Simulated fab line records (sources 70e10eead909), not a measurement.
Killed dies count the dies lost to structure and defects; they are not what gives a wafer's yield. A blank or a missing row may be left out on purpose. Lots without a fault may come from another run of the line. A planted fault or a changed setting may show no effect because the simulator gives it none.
Struck lot and sound lot, side by side || flow nand harc || 20 out of 1302 route steps
Sound: the wafers L987.1, L987.3, L987.5. The struck wafers were L100.1, L100.3, L100.5. Last of all comes the cause.
Order at every step that has rows: each side's tool, ch and its chambers, its first start. Under that, the readings that differ: sound wafers || struck wafers || difference of the means || sigmas: that difference in standard deviations of wafers without a fault.
alike: words and numbers the same on both sides, and readings whose means are apart by under 2 such deviations; not compared: readings that were withheld, readings missing a value for some wafer, numbers with overlapping values and no deviation given by the record, and bounds like >300 which may hide the same value.
The two part at a step that has a row with sigmas, a row that says differs or no value, or rows on one side only. When numbers do not overlap yet have no deviation, they are printed without sigmas and do not part them. A reading that every wafer of one side lacks parts them only if that side has two wafers or more.

first, 1 step without rows for these wafers: NHARC_P_M0_SRD_25.
NHARC_P_M0_INSPECT_27:
  sound: defect inspect-01 at day 10 03:55; struck: defect inspect-02 at day 15 19:27
  alike: raw defect count
NHARC_P_M0_PRE_CLEAN_31: time 12 s.
  sound on pecvd-01 ch 1,2, day 10 04:00; struck on pecvd-03 ch 1,2, day 15 19:32
  alike: heater power w
  not compared: since wet clean h
NHARC_P_M0_DEP_32: deposits SiCN, target thk 30 nm.
  sound on pecvd-01 ch 1,2, day 10 04:07; struck on pecvd-03 ch 1,2, day 15 19:38
  alike: heater power w
  not compared: since wet clean h
then, 7 steps without rows for these wafers: NHARC_P_M1_DEP_00 (deposits SiOC, target thk 182.5 nm); NHARC_P_M1_DEHYDRATE_01 (time 120 s); NHARC_P_M1_HMDS_02 (time 30 s); NHARC_P_M1_COAT_34 (time 65 s); NHARC_P_M1_COAT_03 (resist thk 90 nm); NHARC_P_M1_SOFTBAKE_04 (time 55 s); NHARC_P_M1_EBR_05.
NHARC_P_M1_EXPOSE_06: exposes mask P M1, target cd 130 nm.
  sound on arfi scanner-02 ch 0, day 10 05:11; struck on arfi scanner-02 ch 0, day 15 20:43
{"reading": "exposure dose mJ cm2", "sound": "81.71 81.63 81.74", "struck": "80.62 80.65 80.67", "difference": -1.05, "sigmas": -12}
  alike: mask, reticle temp C
then, 2 steps without rows for these wafers: NHARC_P_M1_PEB_07 (peb time 65 s); NHARC_P_M1_DEVELOP_08 (develop time 35 s).
NHARC_P_M1_CD_MEAS_09: target cd 130 nm.
  sound on cd sem-01 ch 0, day 10 05:19; struck on cd sem-02 ch 0, day 15 20:51
{"reading": "cd nm (nm)", "sound": "130.1 129.9 129.8", "struck": "128.6 127.7 128.5", "difference": -1.7, "sigmas": -3}
  not compared: hold
NHARC_P_M1_OVL_MEAS_10: pitch 260 nm.
  sound: overlay-02 at day 10 05:25; struck: overlay-01 at day 15 20:56
  alike: overlay x nm, overlay y nm
  not compared: hold
NHARC_P_M1_INSPECT_11:
  sound: defect inspect-02 at day 10 05:27; struck: defect inspect-01 at day 15 20:58
  alike: raw defect count
NHARC_P_M1_DESCUM_14: chemistry O2, time 3 s.
  sound on rie diel-08 ch 0,2, day 10 05:31; struck on rie diel-08 ch 0,1,3, day 15 21:02
  alike: drypump motor current A, oes product au, rf vpp V, showerhead plenum p Torr, throttle valve pct
  not compared: rf hours counter h, model.P_M1.cd nm
NHARC_P_M1_ETCH_35: etches the open film in N2/H2, target depth 40 nm, overetch 12 nm, time 43.94 s.
  sound on rie diel-08 ch 0,3, day 10 05:50; struck on rie diel-08 ch 1,2, day 15 21:08
  alike: drypump motor current A, oes product au, rf vpp V, showerhead plenum p Torr, throttle valve pct
  not compared: rf hours counter h
-- jump in the record: it breaks off in module P_M1 and resumes in module END (first step shown: number 1302 of the route), and 18 days separate the struck wafers' starts before and after --
NHARC_END_SORT_01:
  sound on prober-02 ch 0, day 28 23:28; struck on prober-02 ch 0, day 34 05:59
  alike: defect limited yield, killed at array, killed at other, killed at periphery, killed dies, killed open, killed short, sort_bin_2_pct, sort_bin_3_pct, sort_bin_4_pct, sort n pass, sort rim yield pct, sort yield pct

## WHERE THEY PART
Last at NHARC_P_M1_CD_MEAS_09 as far as this record goes, first at NHARC_P_M1_EXPOSE_06. Later steps at which nothing parts them and some readings are alike: NHARC_P_M1_OVL_MEAS_10, NHARC_P_M1_INSPECT_11, NHARC_P_M1_DESCUM_14, NHARC_P_M1_ETCH_35, NHARC_END_SORT_01.

WHY: what had been put in by the simulator
Process parameter drift: arfi scanner-02, from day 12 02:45 on, at NHARC_P_M1_EXPOSE_06. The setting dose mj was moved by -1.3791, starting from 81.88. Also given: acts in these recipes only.
